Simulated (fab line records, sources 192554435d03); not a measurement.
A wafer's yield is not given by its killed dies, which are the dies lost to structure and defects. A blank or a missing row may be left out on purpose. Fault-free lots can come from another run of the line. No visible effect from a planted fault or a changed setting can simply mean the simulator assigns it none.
Code-filled problem report in 8D (eight disciplines) form ; flow n5_finfet ; the parts of the form that need people (team, actions taken, sign-off) are left out

## 1. WHAT WENT WRONG
spin_speed_rpm at N5_BEOL_M15_COAT_58 reads a mean of 1644.2 rpm on 6 wafers of 2 lots; wafers without a fault read 1500.0 rpm with a standard deviation of 1. So: +99 or more standard deviations from the usual mean.
The step: time 60 s, resist thk 89 nm.
The first sign was on wafer L330.1 at day 13 06:55, on litho_track-05. The record holds 33 wafers of 11 lots with a number at this step. Rule for "out", or "out of limits": more than 4 standard deviations from the usual mean. All remaining wafers that have a number are taken as sound.

## 2. WHAT THIS IS AND IS NOT
question;is;is not
which readings at this step;spin_speed_rpm;-
which lots;L330, L332;L324, L327, L336, L337, L339, L341, L342, L343, L344
which wafers of those lots;all that have a number;-
read on which tools;litho_track-05;litho_track-01, litho_track-03
when;from day 13 06:55;"up to then (6 sound wafers); but 21 sound wafers of L336, L337, L339, L341, L342, L343, L344 came after"

## 3. SUSPECTS, AND WHAT RULES EACH OUT
Counting: a tool at a process step up to the reading stays a suspect if it ran every lot that is out and no sound lot after the first of them.
- pvd_sputter-03 at N5_BEOL_M14_SPUTTER_45 (material Cu, target thk 100 nm, time 16.67 s): ruled out as a lasting fault. Sound lots L341, L344, L342 ran on it after its first lot that is out, L330 (day 13 05:04).
- litho_track-05 at N5_BEOL_M15_COAT_58 (time 60 s, resist thk 89 nm): kept. Every lot that is out went through it, starting with L330 (day 13 06:55), and after that it ran no sound lot; the last sound lot it ran before then is L327 (day 12 11:20). Its own readings are out on those wafers: spin_speed_rpm.
Left after counting: litho_track-05 at N5_BEOL_M15_COAT_58.

## 4. THE CAUSE (what the simulator had put in)
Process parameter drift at N5_BEOL_M15_COAT_58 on litho_track-05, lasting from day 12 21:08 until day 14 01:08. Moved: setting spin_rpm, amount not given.
After counting, this tool was the only one left.

## 5. THE EFFECT CHAIN, in route order
Each row: a reading where the mean over the struck wafers with a number is more than 3 standard deviations away from the usual. Readings are gone through only where the record gives a usual standard deviation; hours: the median, over the lots, of the time from a lot's start at the first step in this table giving one to that lot's start at this step; sigmas: the change measured in usual standard deviations.
hours;step;reading;usual;on struck wafers;change;sigmas
0;N5_BEOL_M15_COAT_58;spin_speed_rpm;1500.0 rpm;1644.2;+144.2;+99 or more
Process steps it contains:
- N5_BEOL_M15_COAT_58: time 60 s, resist thk 89 nm.

## 6. WHAT WOULD HAVE CAUGHT IT SOONER
The fault began at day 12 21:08; the first out-of-limits reading in this record came at day 13 06:55, 10 hours later.
